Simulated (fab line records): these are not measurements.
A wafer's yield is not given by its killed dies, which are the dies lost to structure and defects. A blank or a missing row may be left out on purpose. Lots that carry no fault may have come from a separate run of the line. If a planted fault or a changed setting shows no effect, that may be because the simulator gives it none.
fab line records	flow n5Finfet	part 1 of 2: steps 1 to 18 of 29
record: lots: 5	wafers: 15	lastDay: 19
route steps=1938 shown BEOL_M15@1821 PASS1_DEP@1831 MIM_BOT@1832 MIM_TOP@1834 MIM_TOP_LITHO@1839
lots with no fault: from the same line, run without faults
startH: hours from the record's first day to the start of the lot's first wafer shown	waitH: time in hours since the lot's previous step	" as in the row above	L1.1+2: a row that stands for several wafers	- no value, or no start given	* or withheld: withheld	< > ~ a bound
route shown NAME@n: names a module that has steps shown in the file, with the first one's number in the route	usual: mean/standard deviation taken from wafers without a fault	same: alike in all rows	chamber/n: place in a boat	sites: each site's reading	_std_site: their standard deviation	_edge_site: mean of outer sites minus mean of inner sites	radiusMm: how far each site lies from the wafer's centre	mask NAME#n: copy n	behind: the last tool/chamber to shape the wafer	hold: the reason the lot was held/the length of the hold in hours/how it ended	device: names the non-switching transistor (n, p or np)	end of line: tests run on the same wafers once the route is complete	a step given without rows: its recipe and nothing more	killed: count of dies lost to structure and defects at first sort (not the wafer's yield)	map: a wafer's dies, marking killed ones x, the rest . and places with no die _
set.NAME: the setting that was run; set.NAME@STEP: the one run at that earlier step	model.NAME: the simulator's own value behind a step, which no gauge read
lots seen at some steps along the route; tables by step, rows by wafer
services: a tool's chamber out of use, with start hour (startH, from the record's first day; less than 0 if before it), hours out, and reason
== steps ==
step: N5_BEOL_M15_SPUTTER_45
recipe: material: Cu	targetThkA: 1000	tempC: -20	biasV: 60	powerW: 26000	chamberPressurePa: 0.13	timeS: 16.67
usual: throttleValvePct: 29.5/0.96
lot.wafer	tool	chamber	startH	waitH	throttleValvePct
L081.3	pvdSputter-02	-	313.37	0.0	30.1
L081.4	"	-	"	"	30.0
L081.6	"	-	"	"	28.0
L091.3	pvdSputter-02	-	369.69	0.0	28.5
L091.5	"	-	"	"	29.8
L091.6	"	-	"	"	28.0
L093.2	pvdSputter-03	-	384.96	0.0	29.5
L093.4	"	-	"	"	29.3
L093.5	"	-	"	"	29.4
L095.3	pvdSputter-02	-	384.98	0.0	30.1
L095.4	"	-	"	"	29.9
L095.6	"	-	"	"	28.8
L097.1	pvdSputter-02	-	421.50	0.0	28.7
L097.3	"	-	"	"	27.8
L097.4	"	-	"	"	29.8
step: N5_BEOL_M15_ECD_47
recipe: material: Cu	targetThkA: 18600
lot.wafer	tool	chamber	startH	waitH
L081.3+4+6	ecdCu-02	1,0,1	313.56	0.2
L091.3+5+6	ecdCu-02	0,0,1	369.88	0.2
L093.2+4+5	ecdCu-01	0,1,1	385.08	0.1
L095.3+4+6	ecdCu-02	0,1,1	385.17	0.2
L097.1+3+4	ecdCu-02	1,1,0	421.62	0.1
step: N5_BEOL_M15_ANNEAL_48
recipe: tempC: 225	timeS: 90	ambient: N2
usual: wafer_temp_C_max: 226.10/0.25
lot.wafer	tool	chamber	startH	waitH	wafer_temp_C_max
L081.3	rtpAnneal-02	0	313.95	0.3	226.21
L081.4	"	0	"	"	225.94
L081.6	"	0	"	"	226.00
L091.3	rtpAnneal-01	0	370.46	0.5	225.92
L091.5	"	0	"	"	226.38
L091.6	"	0	"	"	226.07
L093.2	rtpAnneal-02	0	385.36	0.2	226.11
L093.4	"	0	"	"	226.07
L093.5	"	0	"	"	225.84
L095.3	rtpAnneal-02	0	385.68	0.4	225.94
L095.4	"	0	"	"	226.04
L095.6	"	0	"	"	225.84
L097.1	rtpAnneal-01	0	421.86	0.2	226.20
L097.3	"	0	"	"	226.08
L097.4	"	0	"	"	225.69
step: N5_BEOL_M15_CMP_49
recipe: stopOn: SiO2	tOverpolishS: 4.9	downForcePsi: 2	platenRpm: 80	clearingPlatenDownForcePsi: 2	clearingPlatenRpm: 80	postCmpClean: cuAlkaline	targetThkNm: 850	clearingPlatenPadVelocityMS: 1.5917	padVelocityMS: 1.5917
usual: barrierFieldEndpointS: 11.28/0.25	clearingPlatenDownForcePsi: 2.000/0.0041	motorCurrentA: 8.3/0.68	overpolishRunS: 4.900/0.0086
lot.wafer	tool	chamber	startH	waitH	barrierFieldEndpointS	clearingPlatenDownForcePsi	motorCurrentA	overpolishRunS
L081.3	cmp-03	1	314.19	0.2	11.26	2.008	8.9	4.896
L081.4	"	3	"	"	11.24	2.001	9.1	4.904
L081.6	"	0	"	"	11.28	2.003	7.8	4.896
L091.3	cmp-01	1	370.68	0.2	11.22	1.997	8.0	4.886
L091.5	"	1	"	"	11.25	2.003	8.0	4.902
L091.6	"	2	"	"	11.30	1.995	9.1	4.883
L093.2	cmp-02	3	385.63	0.2	11.52	2.001	8.5	4.901
L093.4	"	0	"	"	11.36	1.993	8.1	4.892
L093.5	"	0	"	"	11.38	1.997	8.5	4.898
L095.3	cmp-01	0	385.94	0.2	11.42	2.008	8.7	4.888
L095.4	"	2	"	"	11.37	2.002	8.6	4.891
L095.6	"	3	"	"	11.03	1.995	8.1	4.899
L097.4	cmp-01	2	422.34	0.3	11.35	2.002	8.5	4.910
L097.1	"	3	"	"	11.06	2.000	7.7	4.899
L097.3	"	1	"	"	11.05	1.996	8.2	4.897
step: N5_BEOL_M15_THK_MEAS_50
recipe: thkMeasGauge: xrf	reads: Cu_of_BEOL_M15_ECD_47
usual: M15_THK: 849/15
lot.wafer	tool	chamber	startH	waitH	M15_THK[nm]
L081.3	filmMetro-01	-	314.45	-	841
L081.4	"	-	"	"	841
L081.6	"	-	"	"	838
L091.3	filmMetro-02	-	370.98	-	870
L091.5	"	-	"	"	839
L091.6	"	-	"	"	870
L093.2	filmMetro-01	-	385.92	-	844
L093.4	"	-	"	"	847
L093.5	"	-	"	"	867
L095.3	filmMetro-01	-	386.19	-	853
L095.4	"	-	"	"	833
L095.6	"	-	"	"	849
L097.1	filmMetro-02	-	422.64	-	858
L097.3	"	-	"	"	884
L097.4	"	-	"	"	861
step: N5_BEOL_M15_PRE_CLEAN_52
recipe: gas: NH3	timeS: 15	tempC: withheld	rfPowerW: 300
usual: rfFwdPowerW: 294.3/1.7
lot.wafer	tool	chamber	startH	waitH	rfFwdPowerW
L081.3	pecvd-02	0	314.49	0.0	296.5
L081.4	"	1	"	"	295.3
L081.6	"	2	"	"	295.2
L091.3	pecvd-01	1	371.01	0.0	293.0
L091.5	"	2	"	"	292.7
L091.6	"	1	"	"	293.2
L093.2	pecvd-01	0	385.96	0.0	295.8
L093.4	"	1	"	"	292.4
L093.5	"	0	"	"	296.6
L095.3	pecvd-01	1	386.24	0.0	292.5
L095.4	"	0	"	"	297.9
L095.6	"	1	"	"	293.8
L097.1	pecvd-02	2	422.68	0.0	295.2
L097.3	"	1	"	"	296.7
L097.4	"	0	"	"	294.0
step: N5_BEOL_M15_DEP_53
recipe: material: SiCN	targetThkA: 500	tempC: withheld	precursor: 3MS/NH3	pressureTorr: 3	rfW: 675	timeS: 17.8
usual: rfFwdPowerW: 665/3.4	showerheadPlenumPTorr: 4.138/0.027	throttleValvePct: 18.7/1.4
lot.wafer	tool	chamber	startH	waitH	rfFwdPowerW	showerheadPlenumPTorr	throttleValvePct
L081.3	pecvd-02	0	314.51	0.0	666	4.162	17.8
L081.4	"	1	"	"	670	4.134	16.6
L081.6	"	2	"	"	665	4.161	18.5
L091.3	pecvd-01	1	371.04	0.0	665	4.152	19.5
L091.5	"	2	"	"	661	4.117	17.8
L091.6	"	1	"	"	664	4.149	20.0
L093.2	pecvd-01	0	386.00	0.0	665	4.115	20.6
L093.4	"	1	"	"	661	4.147	20.2
L093.5	"	0	"	"	669	4.121	20.5
L095.3	pecvd-01	1	386.28	0.0	666	4.146	20.0
L095.4	"	0	"	"	671	4.104	20.7
L095.6	"	1	"	"	665	4.145	19.7
L097.1	pecvd-02	2	422.70	0.0	666	4.160	19.0
L097.3	"	1	"	"	671	4.135	16.9
L097.4	"	0	"	"	668	4.173	17.7
step: N5_BEOL_M15_RS_MEAS_54
recipe: thkMeasGauge: four-point-probe	reads: Cu_of_BEOL_M15_ECD_47+Ta_of_BEOL_M15_SPUTTER_44+TaN_of_BEOL_M15_SPUTTER_43
usual: M15_RS: 0.0216/0.00035
lot.wafer	tool	chamber	startH	waitH	M15_RS[ohm/sq]
L081.3	filmMetro-01	-	314.58	0.1	0.0219
L081.4	"	-	"	"	0.0219
L081.6	"	-	"	"	0.0220
L091.3	filmMetro-01	-	371.11	0.1	0.0212
L091.5	"	-	"	"	0.0219
L091.6	"	-	"	"	0.0212
L093.2	filmMetro-02	-	386.08	0.1	0.0218
L093.4	"	-	"	"	0.0217
L093.5	"	-	"	"	0.0212
L095.3	filmMetro-02	-	386.35	0.1	0.0216
L095.4	"	-	"	"	0.0219
L095.6	"	-	"	"	0.0215
L097.1	filmMetro-02	-	422.77	0.0	0.0215
L097.3	"	-	"	"	0.0209
L097.4	"	-	"	"	0.0214
step: N5_BEOL_M15_INSPECT_55
recipe: inspectInstrument: darkfield	mode: postDep
usual: rawDefectCount: 69/24
lot.wafer	tool	chamber	startH	waitH	rawDefectCount
L081.3	defectInspect-01	-	314.61	0.0	33
L081.4	"	-	"	"	30
L081.6	"	-	"	"	55
L091.3	defectInspect-02	-	371.13	0.0	106
L091.5	"	-	"	"	80
L091.6	"	-	"	"	53
L093.2	defectInspect-02	-	386.11	0.0	65
L093.4	"	-	"	"	64
L093.5	"	-	"	"	65
L095.3	defectInspect-02	-	386.38	0.0	89
L095.4	"	-	"	"	81
L095.6	"	-	"	"	112
L097.1	defectInspect-02	-	422.79	0.0	57
L097.3	"	-	"	"	77
L097.4	"	-	"	"	76
step: N5_BEOL_M15_RC_MEAS_101
usual: COMB_M10: 1.5e-11/3e-12	COMB_M11: 1.43e-11/2.9e-12	COMB_M11_max_site: 2.1e-11/5.3e-12	COMB_M12: 6.4e-12/1.4e-12	COMB_M13: 4.8e-12/1e-12	COMB_M14: 3.6e-12/7.9e-13	COMB_M15: 2.4e-12/5.2e-13	COMB_M5: 3.6e-11/7.5e-12	COMB_M6: 2.6e-11/5.4e-12	COMB_M7: 2.6e-11/4.7e-12	COMB_M8: 2.8e-11/5.7e-12	COMB_M9: 1.4e-11/3.1e-12	SERP_M10: 3.07/0.066	SERP_M11: 3.10/0.084	SERP_M12: 0.630/0.012	SERP_M13: 0.311/0.0053	SERP_M14: 0.1589/0.0023	SERP_M5: 39.0/1.6	SERP_M6: 13.8/0.44	SERP_M7: 13.9/0.48	SERP_M8: 13.9/0.43	SERP_M9: 3.11/0.079
lot.wafer	tool	chamber	startH	waitH	COMB_M10[S/m]	COMB_M11[S/m]	COMB_M11_max_site[S/m]	COMB_M12[S/m]	COMB_M13[S/m]	COMB_M14[S/m]	COMB_M15[S/m]	COMB_M5[S/m]	COMB_M6[S/m]	COMB_M7[S/m]	COMB_M8[S/m]	COMB_M9[S/m]	SERP_M10[ohm/um]	SERP_M11[ohm/um]	SERP_M12[ohm/um]	SERP_M13[ohm/um]	SERP_M14[ohm/um]	SERP_M5[ohm/um]	SERP_M6[ohm/um]	SERP_M7[ohm/um]	SERP_M8[ohm/um]	SERP_M9[ohm/um]
L081.3	prober-01	0	314.94	0.3	1.9e-11	1.36e-11	1.9e-11	6.2e-12	4.2e-12	3.6e-12	2.6e-12	5.3e-11	2.4e-11	2.6e-11	3.5e-11	1.5e-11	3.06	3.02	0.612	0.320	0.1602	36.7	13.6	13.6	14.0	3.10
L081.4	"	0	"	"	1.6e-11	1.02e-11	1.3e-11	6.9e-12	5.9e-12	5.5e-12	3.5e-12	2.8e-11	3.1e-11	3e-11	2.3e-11	1.5e-11	3.10	3.01	0.640	0.312	0.1554	41.0	13.6	13.6	13.7	3.04
L081.6	"	0	"	"	1.4e-11	1.42e-11	1.8e-11	7.2e-12	4e-12	3.8e-12	2.4e-12	2.6e-11	2.8e-11	2.3e-11	2.4e-11	2.6e-11	3.11	3.06	0.605	0.305	0.1576	38.1	13.7	13.3	14.2	3.03
L091.3	prober-01	0	371.47	0.3	1.3e-11	1.58e-11	2.1e-11	6.7e-12	4.3e-12	2.6e-12	3.2e-12	4.3e-11	2e-11	3.1e-11	2.7e-11	1.9e-11	3.02	3.05	0.616	0.319	0.1626	38.1	14.2	14.4	14.3	3.23
L091.5	"	0	"	"	1.4e-11	1.49e-11	1.9e-11	1e-11	5e-12	2.5e-12	2.5e-12	3.6e-11	2.7e-11	2.5e-11	3.2e-11	1.6e-11	3.04	3.01	0.611	0.313	0.1567	38.2	13.7	13.5	14.3	3.09
L091.6	"	0	"	"	1.1e-11	1.94e-11	2.4e-11	6.2e-12	5.7e-12	2.8e-12	2.6e-12	3.1e-11	2.8e-11	2.8e-11	2.8e-11	1.8e-11	3.01	3.19	0.624	0.305	0.1622	38.0	14.0	14.0	14.9	3.02
L093.2	prober-02	0	386.29	0.2	1.3e-11	1.22e-11	1.6e-11	7.1e-12	4e-12	3.2e-12	2.5e-12	3.5e-11	1.6e-11	1.7e-11	4.6e-11	1e-11	3.08	3.06	0.609	0.306	0.1605	38.9	14.2	13.5	13.9	3.10
L093.4	"	0	"	"	1.5e-11	1.5e-11	2.2e-11	5.1e-12	4.6e-12	3.3e-12	2.9e-12	3e-11	2.1e-11	2.5e-11	4e-11	1.3e-11	3.09	3.16	0.636	0.309	0.1610	39.6	14.3	13.1	14.1	3.21
L093.5	"	0	"	"	1.2e-11	1.37e-11	1.7e-11	8.2e-12	4.4e-12	3.3e-12	2.4e-12	3.1e-11	2.5e-11	2.4e-11	3.2e-11	1.3e-11	3.08	3.16	0.627	0.311	0.1599	38.8	13.7	13.3	14.0	3.18
L095.3	prober-01	0	386.71	0.3	1.3e-11	1.82e-11	2.7e-11	6.7e-12	6.5e-12	3.9e-12	2.8e-12	3.4e-11	2.5e-11	2.1e-11	2.1e-11	1e-11	3.02	2.98	0.620	0.320	0.1572	41.0	14.2	15.1	14.0	3.21
L095.4	"	0	"	"	1.2e-11	1.62e-11	2.2e-11	8.9e-12	7.6e-12	3.9e-12	3.4e-12	2.9e-11	3.6e-11	2.9e-11	2.5e-11	1.3e-11	3.18	3.01	0.653	0.309	0.1595	39.5	13.7	14.1	13.7	3.20
L095.6	"	0	"	"	1.7e-11	1.49e-11	2.1e-11	5.7e-12	5.8e-12	3.4e-12	3.6e-12	3.6e-11	2.9e-11	3e-11	2.3e-11	1.6e-11	2.98	3.09	0.641	0.320	0.1555	40.2	14.5	14.9	14.9	3.03
L097.1	prober-01	0	422.82	0.0	1.3e-11	1.23e-11	1.6e-11	4.5e-12	3.7e-12	4e-12	1.7e-12	2.8e-11	2.6e-11	2.7e-11	2.2e-11	1.2e-11	3.08	3.17	0.653	0.310	0.1591	41.0	13.5	15.0	14.3	3.08
L097.3	"	0	"	"	1.5e-11	1.36e-11	1.8e-11	5.8e-12	5.5e-12	3.8e-12	2.9e-12	3.8e-11	2.6e-11	3.6e-11	2e-11	1.7e-11	2.92	3.17	0.637	0.311	0.1615	39.8	13.8	15.1	14.6	3.08
L097.4	"	0	"	"	1e-11	1.18e-11	1.9e-11	4.9e-12	5.2e-12	3.3e-12	2.2e-12	2.7e-11	2e-11	2.1e-11	3.2e-11	1.6e-11	3.05	3.17	0.632	0.306	0.1601	40.2	13.8	15.2	14.3	3.00
step: N5_PASSIVATION_PECVD_00
recipe: material: SiO2	targetThkA: 2000	tempC: 400	precursor: SiH4/N2O	pressureTorr: 2.7	rfW: 608	timeS: 11.2
usual: heaterPowerW: 611/67	rfFwdPowerW: 598.7/2.7	showerheadPlenumPTorr: 8.08/0.17	throttleValvePct: 52/4.1
lot.wafer	tool	chamber	startH	waitH	heaterPowerW	rfFwdPowerW	showerheadPlenumPTorr	throttleValvePct
L081.3	pecvd-03	0	315.59	0.5	644	597.6	7.81	51
L081.4	"	2	"	"	694	595.9	8.32	47
L081.6	"	1	"	"	616	598.1	8.21	53
L091.3	pecvd-01	2	372.13	0.5	550	595.3	7.95	51
L091.5	"	2	"	"	542	597.8	7.94	50
L091.6	"	0	"	"	658	604.0	7.93	59
L093.2	pecvd-04	1	387.09	0.7	609	599.9	7.95	50
L093.4	"	2	"	"	630	598.5	8.31	48
L093.5	"	0	"	"	591	595.4	8.20	57
L095.3	pecvd-01	0	387.38	0.5	666	608.3	7.94	59
L095.4	"	1	"	"	616	597.5	8.11	56
L095.6	"	1	"	"	622	599.7	8.13	57
L097.1	pecvd-04	0	423.78	0.8	606	594.1	8.20	57
L097.3	"	1	"	"	626	599.4	7.92	50
L097.4	"	0	"	"	463	595.9	8.20	57
step: N5_MIM_BOT_DEGAS_01
recipe: ambient: vacuum	tempC: 300	timeS: 60
usual: heaterPowerW: 465/51
lot.wafer	tool	chamber	startH	waitH	heaterPowerW
L081.3	pvdSputter-01	-	315.88	0.3	429
L081.4	"	-	"	"	525
L081.6	"	-	"	"	520
L091.3	pvdSputter-01	-	374.61	2.5	407
L091.5	"	-	"	"	419
L091.6	"	-	"	"	394
L093.2	pvdSputter-02	-	387.99	0.9	469
L093.4	"	-	"	"	485
L093.5	"	-	"	"	482
L095.3	pvdSputter-02	-	388.11	0.7	467
L095.4	"	-	"	"	423
L095.6	"	-	"	"	481
L097.1	pvdSputter-03	-	427.00	3.2	391
L097.3	"	-	"	"	538
L097.4	"	-	"	"	496
step: N5_MIM_BOT_SPUTTER_00
recipe: material: TiN	targetThkA: 350	tempC: 200	powerW: 3000	chamberPressurePa: 0.49996	gas: Ar	reactivePartialPa: 0.37997	timeS: 89.7
usual: throttleValvePct: 29.5/0.95
lot.wafer	tool	chamber	startH	waitH	throttleValvePct
L081.3	pvdSputter-01	-	315.92	0.0	30.4
L081.4	"	-	"	"	29.4
L081.6	"	-	"	"	29.3
L091.3	pvdSputter-01	-	374.65	0.0	28.4
L091.5	"	-	"	"	30.0
L091.6	"	-	"	"	28.5
L093.2	pvdSputter-02	-	388.03	0.0	30.0
L093.4	"	-	"	"	29.8
L093.5	"	-	"	"	29.9
L095.3	pvdSputter-02	-	388.15	0.0	30.0
L095.4	"	-	"	"	28.7
L095.6	"	-	"	"	27.7
L097.1	pvdSputter-03	-	427.04	0.0	29.8
L097.3	"	-	"	"	29.6
L097.4	"	-	"	"	29.3
step: N5_MIM_TOP_ALD_00
recipe: material: Al2O3	targetThkA: *	tempC: withheld	aldPrecursorFamily: TMA	aldCoReactant: O3	pulseTimeS: withheld	purgeTimeS: 3	coReactantPurgeTimeS: withheld	coReactantPulseTimeS: 3	aldCycles: withheld
usual: precursorPulseHeightRel: 1.002/0.019
lot.wafer	tool	chamber	startH	waitH	precursorPulseHeightRel
L081.3	aldHk-02	3	316.02	0.1	1.032
L081.4	"	0	"	"	1.069
L081.6	"	1	"	"	1.023
L091.3	aldHk-02	2	374.77	0.1	0.963
L091.5	"	2	"	"	0.978
L091.6	"	1	"	"	1.000
L093.2	aldHk-03	2	388.13	0.1	1.019
L093.4	"	3	"	"	1.017
L093.5	"	2	"	"	0.972
L095.3	aldHk-02	2	388.25	0.1	1.035
L095.4	"	0	"	"	0.989
L095.6	"	3	"	"	0.990
L097.1	aldHk-02	2	427.14	0.1	1.059
L097.3	"	1	"	"	0.968
L097.4	"	0	"	"	0.991
step: N5_MIM_TOP_ALD_01
recipe: material: HfO2	targetThkA: 56	tempC: withheld	aldPrecursorFamily: Hf-amide	aldCoReactant: O3	pulseTimeS: 1	purgeTimeS: 3	coReactantPurgeTimeS: 2	coReactantPulseTimeS: 3	aldCycles: 62
usual: precursorPulseHeightRel: 1.001/0.019
lot.wafer	tool	chamber	startH	waitH	precursorPulseHeightRel
L081.3	aldHk-02	3	-	-	0.984
L081.4	"	0	"	"	1.009
L081.6	"	1	"	"	1.028
L091.3	aldHk-02	2	-	-	1.009
L091.5	"	2	"	"	1.019
L091.6	"	1	"	"	0.993
L093.2	aldHk-03	2	-	-	1.007
L093.4	"	3	"	"	1.003
L093.5	"	2	"	"	0.979
L095.3	aldHk-02	2	-	-	0.992
L095.4	"	0	"	"	1.020
L095.6	"	3	"	"	1.010
L097.1	aldHk-02	2	-	-	1.023
L097.3	"	1	"	"	0.997
L097.4	"	0	"	"	1.018
step: N5_MIM_TOP_ALD_02
recipe: material: Al2O3	targetThkA: *	tempC: withheld	aldPrecursorFamily: TMA	aldCoReactant: O3	pulseTimeS: withheld	purgeTimeS: 3	coReactantPurgeTimeS: withheld	coReactantPulseTimeS: 3	aldCycles: withheld
usual: precursorPulseHeightRel: 1.000/0.019
lot.wafer	tool	chamber	startH	waitH	precursorPulseHeightRel
L081.3	aldHk-02	3	-	-	0.990
L081.4	"	0	"	"	0.977
L081.6	"	1	"	"	0.987
L091.3	aldHk-02	2	-	-	0.985
L091.5	"	2	"	"	1.010
L091.6	"	1	"	"	1.000
L093.2	aldHk-03	2	-	-	1.014
L093.4	"	3	"	"	0.999
L093.5	"	2	"	"	1.005
L095.3	aldHk-02	2	-	-	0.987
L095.4	"	0	"	"	0.995
L095.6	"	3	"	"	0.993
L097.1	aldHk-02	2	-	-	1.039
L097.3	"	1	"	"	1.006
L097.4	"	0	"	"	0.983
step: N5_MIM_TOP_DEGAS_04
recipe: ambient: vacuum	tempC: 300	timeS: 60
usual: heaterPowerW: 466/49
lot.wafer	tool	chamber	startH	waitH	heaterPowerW
L081.3	pvdSputter-01	-	316.77	-	423
L081.4	"	-	"	"	435
L081.6	"	-	"	"	534
L091.3	pvdSputter-02	-	375.44	-	494
L091.5	"	-	"	"	480
L091.6	"	-	"	"	440
L093.2	pvdSputter-02	-	388.93	-	477
L093.4	"	-	"	"	478
L093.5	"	-	"	"	465
L095.3	pvdSputter-03	-	388.98	-	387
L095.4	"	-	"	"	551
L095.6	"	-	"	"	553
L097.1	pvdSputter-01	-	430.49	-	432
L097.3	"	-	"	"	440
L097.4	"	-	"	"	387
step: N5_MIM_TOP_SPUTTER_03
recipe: material: TiN	targetThkA: 350	tempC: 200	powerW: 3000	chamberPressurePa: 0.49996	gas: Ar	reactivePartialPa: 0.37997	timeS: 89.7
usual: throttleValvePct: 29.5/1
lot.wafer	tool	chamber	startH	waitH	throttleValvePct
L081.3	pvdSputter-01	-	316.81	0.0	30.3
L081.4	"	-	"	"	29.9
L081.6	"	-	"	"	29.4
L091.3	pvdSputter-02	-	375.48	0.0	30.1
L091.5	"	-	"	"	29.9
L091.6	"	-	"	"	28.9
L093.2	pvdSputter-02	-	388.97	0.0	29.7
L093.4	"	-	"	"	29.7
L093.5	"	-	"	"	29.9
L095.3	pvdSputter-03	-	389.02	0.0	29.8
L095.4	"	-	"	"	32.0
L095.6	"	-	"	"	32.0
L097.1	pvdSputter-01	-	430.53	0.0	30.2
L097.3	"	-	"	"	30.0
L097.4	"	-	"	"	28.6
